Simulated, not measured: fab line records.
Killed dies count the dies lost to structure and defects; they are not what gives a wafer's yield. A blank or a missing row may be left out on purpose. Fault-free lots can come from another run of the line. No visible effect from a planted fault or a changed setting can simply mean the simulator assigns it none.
Which tool did it? | flow nandHarc | 14 lots, 38 wafers sampled, at 5 steps of a route of 1159

WHAT THE GAUGES SHOWED, per wafer
NHARC_END_SORT_01.
lot  | measured     | on        | killedAtArray | killedAtOther | killedAtPeriphery | killedDies | killedOpen | killedShort
L474 | day 20 20:28 | prober-02 | 26 30 34      | 1 1 0         | 2 2 3             | 29 33 37   | 1 2 2      | 3 2 2
L475 | day 21 12:38 | prober-01 | 44 46 41      | 2 1 1         | 6 1 5             | 52 48 47   | 2 2 5      | 1 1 1
L476 | day 21 04:14 | prober-02 | 11 12 12      | 1 0 0         | 2 1 3             | 14 13 15   | 4 1 1      | 1 0 1
L477 | day 21 12:03 | prober-02 | 15 22 12      | 0 0 0         | 1 1 0             | 16 23 12   | 3 1 2      | 2 2 0
L483 | day 24 19:56 | prober-01 | 85            | 1             | 1                 | 87         | 2          | 1
L482 | day 25 07:28 | prober-01 | 87            | 2             | 4                 | 93         | 5          | 2
L489 | day 25 23:12 | prober-02 | 23 14 30      | 3 4 3         | 0 2 0             | 26 20 33   | 2 5 3      | 0 1 0
L490 | day 26 09:20 | prober-01 | 31 26 39      | 0 1 1         | 2 8 7             | 33 35 47   | 4 4 3      | 4 1 5
L493 | day 27 05:28 | prober-02 | 52 50 58      | 1 0 0         | 0 3 3             | 53 53 61   | 2 5 5      | 2 4 0

EACH LOT AND THE TOOL THAT RAN IT (in order: tool; ch and the chambers of the sampled wafers; start)
lot  | NHARC_A_BLC_ETCH_18                          | NHARC_A_BLC_PRE_CLEAN_31    | NHARC_A_BLC_PVD_32                     | NHARC_A_M0_PVD_20
L474 | rieDiel-06 ch 0,1,2, day 18 03:59 or earlier | pvdSputter-01, day 18 03:59 | pvdSputter-01, day 20 20:28 or earlier | pvdSputter-03, day 20 20:28 or earlier
L475 | rieDiel-08 ch 0,1,2, day 19 00:20 or earlier | pvdSputter-03, day 19 00:20 | pvdSputter-03, day 21 12:38 or earlier | pvdSputter-02, day 21 12:38 or earlier
L476 | rieDiel-08 ch 0,1,2, day 19 01:29 or earlier | pvdSputter-03, day 19 01:29 | pvdSputter-03, day 21 04:14 or earlier | pvdSputter-02, day 21 04:14 or earlier
L477 | rieDiel-08 ch 0,3, day 19 07:31 or earlier   | pvdSputter-02, day 19 07:31 | pvdSputter-02, day 21 12:03 or earlier | pvdSputter-02, day 21 12:03 or earlier
L479 | rieDiel-09 ch 0,1, day 19 23:31 or earlier   | pvdSputter-01, day 19 23:31 | pvdSputter-01, no start                | pvdSputter-02, no start
L478 | rieDiel-06 ch 2,3, day 20 05:43 or earlier   | pvdSputter-02, day 20 05:43 | pvdSputter-02, no start                | pvdSputter-03, no start
L483 | rieDiel-06 ch 2, day 22 06:47 or earlier     | pvdSputter-02, day 22 06:47 | pvdSputter-02, day 24 19:56 or earlier | pvdSputter-02, day 24 19:56 or earlier
L482 | rieDiel-08 ch 1, day 22 07:52 or earlier     | pvdSputter-02, day 22 07:52 | pvdSputter-02, day 25 07:28 or earlier | pvdSputter-03, day 25 07:28 or earlier
L489 | rieDiel-06 ch 0,2,3, day 23 10:32 or earlier | pvdSputter-01, day 23 10:32 | pvdSputter-01, day 25 23:12 or earlier | pvdSputter-02, day 25 23:12 or earlier
L490 | rieDiel-08 ch 0,2, day 23 14:59 or earlier   | pvdSputter-03, day 23 14:59 | pvdSputter-03, day 26 09:20 or earlier | pvdSputter-03, day 26 09:20 or earlier
L492 | rieDiel-08 ch 2,3, day 23 19:52 or earlier   | pvdSputter-01, day 23 19:52 | pvdSputter-01, no start                | pvdSputter-01, no start
L493 | rieDiel-06 ch 1,3, day 24 14:11 or earlier   | pvdSputter-01, day 24 14:11 | pvdSputter-01, day 27 05:28 or earlier | pvdSputter-01, day 27 05:28 or earlier
L496 | rieDiel-09 ch 0,1,3, day 24 18:14 or earlier | pvdSputter-03, day 24 18:14 | pvdSputter-03, no start                | pvdSputter-03, no start
L495 | rieDiel-06 ch 2,3, day 24 23:52 or earlier   | pvdSputter-03, day 24 23:52 | pvdSputter-03, no start                | pvdSputter-03, no start
- NHARC_A_BLC_ETCH_18: etches the open film in C4F8/O2/Ar, target depth 910 nm.
- NHARC_A_BLC_PRE_CLEAN_31: time 15 s.
- NHARC_A_BLC_PVD_32: deposits Ti, target thk 5 nm, time 17.7 s.
- NHARC_A_M0_PVD_20: deposits TaN, target thk 5 nm, time 8.06 s.

WHAT THE TOOLS THEMSELVES READ (means of the sampled wafers that have a number; where no wafer has one, the mark that the record gives instead)
NHARC_A_BLC_ETCH_18.
lot  | tool       | oesProductAu (a.u.) | rfVppV (V)
L474 | rieDiel-06 | 0.961               | 978
L475 | rieDiel-08 | 0.961               | 981
L476 | rieDiel-08 | 0.924               | 982
L477 | rieDiel-08 | 0.920               | 979
L479 | rieDiel-09 | 0.978               | 976
L478 | rieDiel-06 | 0.958               | 984
L483 | rieDiel-06 | 0.972               | 976
L482 | rieDiel-08 | 0.966               | 979
L489 | rieDiel-06 | 0.977               | 977
L490 | rieDiel-08 | 0.950               | 979
L492 | rieDiel-08 | 0.947               | 985
L493 | rieDiel-06 | 0.978               | 986
L496 | rieDiel-09 | 0.934               | 977
L495 | rieDiel-06 | 0.926               | 984

NHARC_A_BLC_PVD_32.
lot  | tool          | throttleValvePct (%)
L474 | pvdSputter-01 | 29.6
L475 | pvdSputter-03 | 30.1
L476 | pvdSputter-03 | 30.8
L477 | pvdSputter-02 | 30.4
L479 | pvdSputter-01 | 29.1
L478 | pvdSputter-02 | 30.4
L483 | pvdSputter-02 | 29.7
L482 | pvdSputter-02 | 28.9
L489 | pvdSputter-01 | 29.7
L490 | pvdSputter-03 | 30.0
L492 | pvdSputter-01 | 30.2
L493 | pvdSputter-01 | 30.2
L496 | pvdSputter-03 | 29.5
L495 | pvdSputter-03 | 29.4

NHARC_A_M0_PVD_20.
lot  | tool          | throttleValvePct (%)
L474 | pvdSputter-03 | 29.7
L475 | pvdSputter-02 | 29.6
L476 | pvdSputter-02 | 30.1
L477 | pvdSputter-02 | 29.9
L479 | pvdSputter-02 | 29.9
L478 | pvdSputter-03 | 29.8
L483 | pvdSputter-02 | 30.9
L482 | pvdSputter-03 | 30.6
L489 | pvdSputter-02 | 29.8
L490 | pvdSputter-03 | 29.7
L492 | pvdSputter-01 | 29.6
L493 | pvdSputter-01 | 29.3
L496 | pvdSputter-03 | 30.0
L495 | pvdSputter-03 | 29.5

THE ANSWER, worked out from the rows above alone
Rule: usual is defined by the lots themselves. The widest of any qualifying gaps counts: lots, ordered by their means at a reading, are off when they make up no more than a third of the lots, leave a main group of 4 or more, and stand apart from it by 3 or more times the standard deviation of that group's means. Not used: any main group whose means are identical at the precision the tables above print for the reading. A lot without any number at a reading at which 4 lots or more have one is off too. The other lots that the step has rows for count as sound. The gauges are gone through in route order, then the tools' own readings, and for those a lot's mean is taken as printed above. At the first step where some lot is off, the reading lying furthest off is the one used; lots without a number count as furthest.
No lot is off at any reading shown: from this, nothing can be told.

WHAT WAS PUT IN BY THE SIMULATOR
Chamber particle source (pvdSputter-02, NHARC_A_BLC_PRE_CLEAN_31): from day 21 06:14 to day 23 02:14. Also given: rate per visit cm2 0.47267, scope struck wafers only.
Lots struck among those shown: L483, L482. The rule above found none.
